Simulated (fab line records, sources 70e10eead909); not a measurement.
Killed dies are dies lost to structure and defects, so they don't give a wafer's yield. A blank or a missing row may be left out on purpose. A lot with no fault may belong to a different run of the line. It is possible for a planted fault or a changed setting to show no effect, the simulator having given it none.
fab line records | flow nand_harc | part 2 of 2: steps 5 to 6 of 6
[record] lots = 24 | wafers = 72 | last_day = 24
route steps=1159 shown A_CHANNEL_HOLE_D1@468 A_CHANNEL_FILL_D1@508 A_STAIRCASE@547
lots with no fault: from the same line, run without faults
start_h: hours from the record's opening day to when the first of the lot's shown wafers began | wait_h: how many hours have passed since the lot's step before this one | " as in the row above | L1.1+2: several wafers, shown together as one row | - value missing, or start not given | * or withheld: withheld | < > ~ a bound
route shown NAME@n: NAME is a module with steps in the file, n the number in the route of the first one | usual: the fault-free wafers' mean and standard deviation | same: alike in all rows | chamber/n: place in a boat | sites: the reading at each site | _std_site: standard deviation across them | _edge_site: the outer-site mean with the inner-site mean subtracted | radius_mm: how far each site lies from the wafer's centre | mask NAME#n: copy n | behind: the tool/chamber that last shaped the wafer | hold: cause of the lot's hold/its duration in hours/its outcome | device: the transistor (n, p or np) that didn't switch | end of line: at the end of the route, the tests of the same wafers | a step with no rows: only its recipe | killed: not the wafer's yield, but the dies lost to structure and defects at the first sort | map: the dies of a wafer, with x for killed, . for not killed, _ for no die there
set.NAME: the setting that was run; set.NAME@STEP: the one run at that earlier step | model.NAME: the simulator's own value behind a step, which no gauge read
the route's steps for a sample of lots (tables are steps, rows are wafers)
services: the hour from which a tool's chamber was out of use, counted from the record's first day as start_h (under 0 if before that day), plus the number of hours and why
[[steps]]
[step NHARC_A_STAIRCASE_TRIM_187]
[recipe] time_s = 211.2 | o2_flow_sccm = 500 | ar_flow_sccm = 0 | bias_w = 0 | chemistry = O2
[usual] drypump_motor_current_A = 6.0/0.35 | oes_product_au = 1.005/0.013 | rf_vpp_V = 57.9/0.88 | showerhead_plenum_p_Torr = 3.58/0.13 | throttle_valve_pct = 17.038/0.0086
lot.wafer | tool        | chamber | start_h | wait_h | drypump_motor_current_A | oes_product_au | rf_hours_counter_h | rf_vpp_V | showerhead_plenum_p_Torr | throttle_valve_pct
L074.3    | rie_diel-11 | 2       | 237.71  | 0.1    | 6.5                     | 1.003          | 17                 | 56.9     | 3.64                     | 17.046
L074.1    | "           | 3       | "       | "      | 6.0                     | 0.987          | 17                 | 56.6     | 3.52                     | 17.039
L074.5    | "           | 1       | "       | "      | 6.3                     | 1.013          | -                  | 57.8     | 3.68                     | 17.034
L076.2    | rie_diel-13 | 1       | 249.17  | 0.1    | 5.6                     | 0.982          | 54                 | 58.0     | 3.70                     | 17.032
L076.6    | "           | 3       | "       | "      | 5.6                     | 1.012          | -                  | 57.8     | 3.71                     | 17.037
L076.5    | "           | 0       | "       | "      | 5.6                     | 0.984          | -                  | 57.6     | 3.78                     | 17.047
L077.4    | rie_diel-13 | 0       | 249.76  | 0.1    | 5.6                     | 0.981          | 57                 | 59.5     | 3.77                     | 17.034
L077.3    | "           | 2       | "       | "      | 6.0                     | 1.011          | 50                 | 59.3     | 3.71                     | 17.035
L077.6    | "           | 1       | "       | "      | 5.6                     | 0.997          | -                  | 58.3     | 3.70                     | 17.050
L075.4    | rie_diel-07 | 3       | 253.20  | 0.2    | 5.8                     | 0.995          | 7                  | 58.6     | 3.60                     | 17.036
L075.1    | "           | 0       | "       | "      | 6.3                     | 1.007          | 7                  | 59.1     | 3.49                     | 17.046
L075.6    | "           | 3       | "       | "      | 5.8                     | 1.001          | -                  | 57.6     | 3.60                     | 17.032
L079.2    | rie_diel-07 | 3       | 255.75  | 0.1    | 5.8                     | 0.994          | 8                  | 58.5     | 3.60                     | 17.043
L079.3    | "           | 0       | "       | "      | 6.4                     | 1.009          | 8                  | 57.9     | 3.49                     | 17.039
L079.6    | "           | 2       | "       | "      | 5.9                     | 1.032          | -                  | 57.9     | 3.54                     | 17.042
L078.3    | rie_diel-11 | 2       | 256.23  | 0.1    | 6.5                     | 1.013          | 24                 | 59.1     | 3.64                     | 17.028
L078.2    | "           | 3       | "       | "      | 5.9                     | 1.005          | 25                 | 57.9     | 3.52                     | 17.040
L078.6    | "           | 1       | "       | "      | 6.3                     | 1.010          | -                  | 58.7     | 3.67                     | 17.049
L080.1    | rie_diel-11 | 0       | 271.26  | 0.1    | 5.4                     | 1.011          | 30                 | 59.6     | 3.32                     | 17.028
L080.3    | "           | 1       | "       | "      | 6.4                     | 1.022          | 29                 | 58.2     | 3.67                     | 17.039
L080.5    | "           | 3       | "       | "      | 6.0                     | 0.992          | -                  | 58.8     | 3.52                     | 17.042
L081.2    | rie_diel-11 | 1       | 271.74  | 0.1    | 6.3                     | 1.013          | 29                 | 58.2     | 3.67                     | 17.037
L081.3    | "           | 2       | "       | "      | 6.5                     | 0.999          | 30                 | 58.1     | 3.63                     | 17.043
L081.4    | "           | 3       | "       | "      | 5.9                     | 0.981          | 31                 | 57.8     | 3.52                     | 17.030
L082.3    | rie_diel-11 | 3       | 285.45  | 0.2    | 6.0                     | 0.991          | 34                 | 58.3     | 3.52                     | 17.051
L082.2    | "           | 1       | "       | "      | 6.3                     | 1.020          | 35                 | 57.2     | 3.67                     | 17.036
L082.5    | "           | 3       | "       | "      | 5.9                     | 0.995          | -                  | 58.5     | 3.52                     | 17.037
L083.1    | rie_diel-11 | 0       | 302.65  | 0.1    | 5.4                     | 1.021          | 41                 | 56.4     | 3.31                     | 17.044
L083.5    | "           | 3       | "       | "      | 5.9                     | 0.983          | -                  | 58.3     | 3.51                     | 17.046
L083.6    | "           | 0       | "       | "      | 5.4                     | 1.015          | -                  | 57.6     | 3.31                     | 17.038
L086.3    | rie_diel-07 | 1       | 315.73  | 0.1    | 6.0                     | 0.992          | 25                 | 58.0     | 3.54                     | 17.029
L086.5    | "           | 2       | "       | "      | 5.9                     | 1.032          | -                  | 56.2     | 3.53                     | 17.046
L086.6    | "           | 3       | "       | "      | 5.8                     | 1.005          | -                  | 57.9     | 3.59                     | 17.051
L084.3    | rie_diel-11 | 0       | 316.05  | 0.1    | 5.4                     | 1.023          | 45                 | 57.4     | 3.31                     | 17.035
L084.2    | "           | 3       | "       | "      | 5.9                     | 0.994          | 43                 | 58.1     | 3.51                     | 17.029
L084.5    | "           | 0       | "       | "      | 5.4                     | 1.023          | -                  | 58.0     | 3.31                     | 17.027
L088.1    | rie_diel-07 | 2       | 316.38  | 0.1    | 5.9                     | 1.030          | 20                 | 56.2     | 3.53                     | 17.033
L088.5    | "           | 0       | "       | "      | 6.3                     | 0.993          | -                  | 58.9     | 3.48                     | 17.037
L088.6    | "           | 1       | "       | "      | 6.0                     | 0.990          | -                  | 58.6     | 3.54                     | 17.034
L085.3    | rie_diel-11 | 2       | 319.63  | 0.1    | 6.5                     | 1.006          | 45                 | 57.9     | 3.63                     | 17.031
L085.1    | "           | 3       | "       | "      | 6.0                     | 0.989          | 45                 | 57.4     | 3.51                     | 17.019
L085.4    | "           | 0       | "       | "      | 5.4                     | 1.027          | 47                 | 56.4     | 3.31                     | 17.049
L087.1    | rie_diel-13 | 2       | 324.45  | 0.1    | 6.0                     | 1.029          | 12                 | 56.4     | 3.70                     | 17.039
L087.2    | "           | 1       | "       | "      | 5.6                     | 1.007          | 14                 | 59.0     | 3.69                     | 17.033
L087.6    | "           | 3       | "       | "      | 5.6                     | 0.999          | -                  | 59.3     | 3.70                     | 17.034
L090.2    | rie_diel-11 | 2       | 329.05  | 0.1    | 6.5                     | 1.010          | 50                 | 56.5     | 3.62                     | 17.025
L090.1    | "           | 3       | "       | "      | 6.0                     | 0.987          | 50                 | 56.5     | 3.51                     | 17.019
L090.6    | "           | 3       | "       | "      | 6.0                     | 0.988          | -                  | 57.6     | 3.51                     | 17.039
L089.2    | rie_diel-13 | 2       | 330.28  | 1.5    | 6.0                     | 1.021          | 15                 | 58.4     | 3.70                     | 17.048
L089.5    | "           | 2       | "       | "      | 6.0                     | 1.019          | -                  | 59.6     | 3.70                     | 17.034
L089.6    | "           | 3       | "       | "      | 5.6                     | 0.990          | -                  | 58.4     | 3.70                     | 17.022
L093.4    | rie_diel-07 | 0       | 336.40  | 0.1    | 6.3                     | 0.998          | 36                 | 58.9     | 3.47                     | 17.026
L093.3    | "           | 3       | "       | "      | 5.8                     | 1.000          | 36                 | 57.7     | 3.58                     | 17.052
L093.5    | "           | 0       | "       | "      | 6.4                     | 0.999          | -                  | 57.5     | 3.47                     | 17.045
L091.4    | rie_diel-11 | 1       | 337.92  | 0.1    | 6.4                     | 1.021          | 55                 | 58.7     | 3.66                     | 17.043
L091.3    | "           | 2       | "       | "      | 6.5                     | 1.007          | 54                 | 57.5     | 3.62                     | 17.043
L091.1    | "           | 3       | "       | "      | 5.9                     | 0.985          | 54                 | 58.6     | 3.50                     | 17.045
L092.2    | rie_diel-13 | 1       | 339.96  | 0.1    | 5.6                     | 0.996          | 21                 | 59.1     | 3.68                     | 17.053
L092.4    | "           | 2       | "       | "      | 6.0                     | 1.021          | 19                 | 58.6     | 3.70                     | 17.047
L092.5    | "           | 1       | "       | "      | 5.6                     | 1.003          | -                  | 57.0     | 3.68                     | 17.046
L095.2    | rie_diel-13 | 3       | 363.13  | 0.1    | 5.6                     | 0.995          | 27                 | 57.2     | 3.69                     | 17.027
L095.3    | "           | 0       | "       | "      | 5.6                     | 0.997          | 31                 | 56.6     | 3.75                     | 17.047
L095.5    | "           | 2       | "       | "      | 6.0                     | 1.016          | -                  | 59.7     | 3.69                     | 17.028
L096.4    | rie_diel-11 | 1       | 365.91  | 0.1    | 6.4                     | 1.027          | 64                 | 59.2     | 3.65                     | 17.040
L096.1    | "           | 3       | "       | "      | 5.9                     | 0.985          | 64                 | 58.3     | 3.50                     | 17.042
L096.3    | "           | 0       | "       | "      | 5.4                     | 1.027          | 66                 | 57.6     | 3.30                     | 17.028
L094.1    | rie_diel-07 | 0       | 372.75  | 0.6    | 6.4                     | 1.000          | 46                 | 58.4     | 3.47                     | 17.037
L094.4    | "           | 2       | "       | "      | 5.9                     | 1.023          | -                  | 57.6     | 3.52                     | 17.032
L094.5    | "           | 0       | "       | "      | 6.4                     | 1.005          | -                  | 57.7     | 3.47                     | 17.030
L097.3    | rie_diel-11 | 3       | 376.24  | 0.1    | 5.9                     | 1.006          | 0                  | 56.0     | 3.50                     | 17.044
L097.2    | "           | 2       | "       | "      | 6.5                     | 0.998          | 0                  | 58.9     | 3.62                     | 17.038
L097.6    | "           | 0       | "       | "      | 5.4                     | 1.005          | -                  | 57.4     | 3.30                     | 17.028
[step NHARC_A_STAIRCASE_ETCH_194]
[recipe] target_depth_a = 1000 | time_s = 40.5 | ion_energy_ev = 400 | c4f8_flow_sccm = 20 | o2_flow_sccm = 10 | ar_flow_sccm = withheld | rf_w = 600 | bias_w = 1000 | chemistry = C4F8/O2
[usual] oes_product_au = 0.946/0.019 | rf_vpp_V = 898/4.5
lot.wafer | tool        | chamber | start_h | wait_h | oes_product_au | rf_hours_counter_h | rf_vpp_V
L074.1    | rie_diel-11 | 2       | -       | -      | 0.939          | 17                 | 900
L074.3    | "           | 0       | "       | "      | 0.969          | 17                 | 889
L074.5    | "           | 2       | "       | "      | 0.938          | -                  | 900
L076.2    | rie_diel-13 | 1       | -       | -      | 0.919          | 54                 | 901
L076.5    | "           | 1       | "       | "      | 0.922          | -                  | 902
L076.6    | "           | 2       | "       | "      | 0.939          | -                  | 902
L077.4    | rie_diel-13 | 3       | -       | -      | 0.927          | 49                 | 902
L077.3    | "           | 1       | "       | "      | 0.937          | 55                 | 901
L077.6    | "           | 3       | "       | "      | 0.932          | -                  | 903
L075.4    | rie_diel-07 | 1       | -       | -      | 0.958          | 6                  | 896
L075.1    | "           | 2       | "       | "      | 0.956          | 7                  | 897
L075.6    | "           | 1       | "       | "      | 0.951          | -                  | 895
L079.2    | rie_diel-07 | 3       | -       | -      | 0.938          | 9                  | 899
L079.3    | "           | 1       | "       | "      | 0.958          | 7                  | 898
L079.6    | "           | 0       | "       | "      | 0.940          | -                  | 895
L078.3    | rie_diel-11 | 3       | -       | -      | 0.913          | 26                 | 898
L078.2    | "           | 0       | "       | "      | 0.950          | 25                 | 889
L078.6    | "           | 1       | "       | "      | 0.953          | -                  | 902
L080.3    | rie_diel-11 | 0       | -       | -      | 0.960          | 31                 | 888
L080.1    | "           | 1       | "       | "      | 0.961          | 30                 | 901
L080.5    | "           | 2       | "       | "      | 0.946          | -                  | 899
L081.3    | rie_diel-11 | 3       | -       | -      | 0.929          | 32                 | 896
L081.4    | "           | 1       | "       | "      | 0.956          | 30                 | 901
L081.2    | "           | 2       | "       | "      | 0.952          | 31                 | 901
L082.2    | rie_diel-11 | 1       | -       | -      | 0.962          | 35                 | 900
L082.3    | "           | 2       | "       | "      | 0.950          | 36                 | 901
L082.5    | "           | 2       | "       | "      | 0.957          | -                  | 899
L083.1    | rie_diel-11 | 1       | -       | -      | 0.959          | 40                 | 901
L083.5    | "           | 3       | "       | "      | 0.926          | -                  | 894
L083.6    | "           | 0       | "       | "      | 0.965          | -                  | 889
L086.3    | rie_diel-07 | 3       | -       | -      | 0.930          | 26                 | 898
L086.6    | "           | 3       | "       | "      | 0.924          | -                  | 898
L086.5    | "           | 0       | "       | "      | 0.935          | -                  | 894
L084.3    | rie_diel-11 | 2       | -       | -      | 0.946          | 44                 | 900
L084.2    | "           | 0       | "       | "      | 0.942          | 46                 | 888
L084.5    | "           | 1       | "       | "      | 0.946          | -                  | 899
L088.1    | rie_diel-07 | 3       | -       | -      | 0.941          | 27                 | 898
L088.5    | "           | 0       | "       | "      | 0.927          | -                  | 895
L088.6    | "           | 1       | "       | "      | 0.929          | -                  | 896
L085.1    | rie_diel-11 | 3       | -       | -      | 0.922          | 47                 | 894
L085.4    | "           | 1       | "       | "      | 0.946          | 48                 | 900
L085.3    | "           | 2       | "       | "      | 0.924          | 47                 | 899
L087.1    | rie_diel-13 | 2       | -       | -      | 0.966          | 13                 | 904
L087.2    | "           | 3       | "       | "      | 0.927          | 14                 | 902
L087.6    | "           | 0       | "       | "      | 0.946          | -                  | 904
L090.1    | rie_diel-11 | 2       | -       | -      | 0.938          | 51                 | 899
L090.2    | "           | 3       | "       | "      | 0.914          | 50                 | 896
L090.6    | "           | 2       | "       | "      | 0.935          | -                  | 899
L089.2    | rie_diel-13 | 0       | -       | -      | 0.940          | 20                 | 904
L089.5    | "           | 0       | "       | "      | 0.941          | -                  | 904
L089.6    | "           | 1       | "       | "      | 0.942          | -                  | 903
L093.4    | rie_diel-07 | 0       | -       | -      | 0.956          | 36                 | 894
L093.3    | "           | 1       | "       | "      | 0.945          | 38                 | 895
L093.5    | "           | 1       | "       | "      | 0.946          | -                  | 896
L091.3    | rie_diel-11 | 0       | -       | -      | 0.962          | 58                 | 889
L091.4    | "           | 1       | "       | "      | 0.940          | 56                 | 902
L091.1    | "           | 2       | "       | "      | 0.945          | 55                 | 900
L092.2    | rie_diel-13 | 2       | -       | -      | 0.966          | 19                 | 902
L092.4    | "           | 3       | "       | "      | 0.949          | 21                 | 903
L092.5    | "           | 1       | "       | "      | 0.932          | -                  | 902
L095.3    | rie_diel-13 | 2       | -       | -      | 0.968          | 26                 | 902
L095.2    | "           | 3       | "       | "      | 0.940          | 27                 | 900
L095.5    | "           | 1       | "       | "      | 0.938          | -                  | 902
L096.3    | rie_diel-07 | 0       | 366.75  | -      | 0.997          | 43                 | 893
L096.1    | "           | 2       | "       | "      | 1.027          | 37                 | 897
L096.4    | "           | 3       | "       | "      | 0.998          | 43                 | 899
L094.1    | rie_diel-07 | 0       | -       | -      | 0.944          | 46                 | 894
L094.4    | "           | 0       | "       | "      | 0.945          | -                  | 894
L094.5    | "           | 2       | "       | "      | 0.966          | -                  | 897
L097.3    | rie_diel-11 | 2       | -       | -      | 0.954          | 0                  | 900
L097.2    | "           | 3       | "       | "      | 0.958          | 0                  | 895
L097.6    | "           | 1       | "       | "      | 0.934          | -                  | 901
[[services]]
tool        | chamber | start_h | hours | kind
rie_diel-11 | 0       | 157.59  | 5.7   | repair
rie_diel-01 | 2       | 160.90  | 5.5   | repair
rie_diel-01 | 2       | 170.71  | 1.5   | repair
rie_diel-03 | 1       | 171.90  | 6.8   | repair
rie_diel-10 | -       | 176.61  | 9.0   | pm
rie_diel-07 | 2       | 186.47  | 15.0  | repair
rie_diel-11 | -       | 189.68  | 9.0   | pm
rie_diel-12 | -       | 202.42  | 9.0   | pm
rie_diel-13 | 3       | 208.98  | 7.4   | repair
rie_diel-06 | -       | 212.17  | 0.3   | repair
rie_diel-03 | -       | 215.30  | 9.0   | pm
rie_diel-07 | -       | 228.27  | 9.0   | pm
rie_diel-01 | 1       | 231.47  | 15.1  | repair
rie_diel-06 | -       | 241.20  | 9.0   | pm
rie_diel-03 | 1       | 247.99  | 15.8  | repair
rie_diel-03 | 2       | 250.27  | 6.7   | repair
rie_diel-10 | 0       | 257.14  | 3.7   | repair
rie_diel-07 | 2       | 268.97  | 15.6  | repair
rie_diel-13 | -       | 276.32  | 9.0   | pm
rie_diel-11 | 3       | 279.07  | 6.1   | repair
rie_diel-01 | -       | 315.09  | 9.0   | pm
rie_diel-13 | -       | 315.34  | 0.5   | repair
rie_diel-12 | 2       | 337.18  | 16.6  | repair
rie_diel-11 | -       | 366.68  | 9.0   | pm
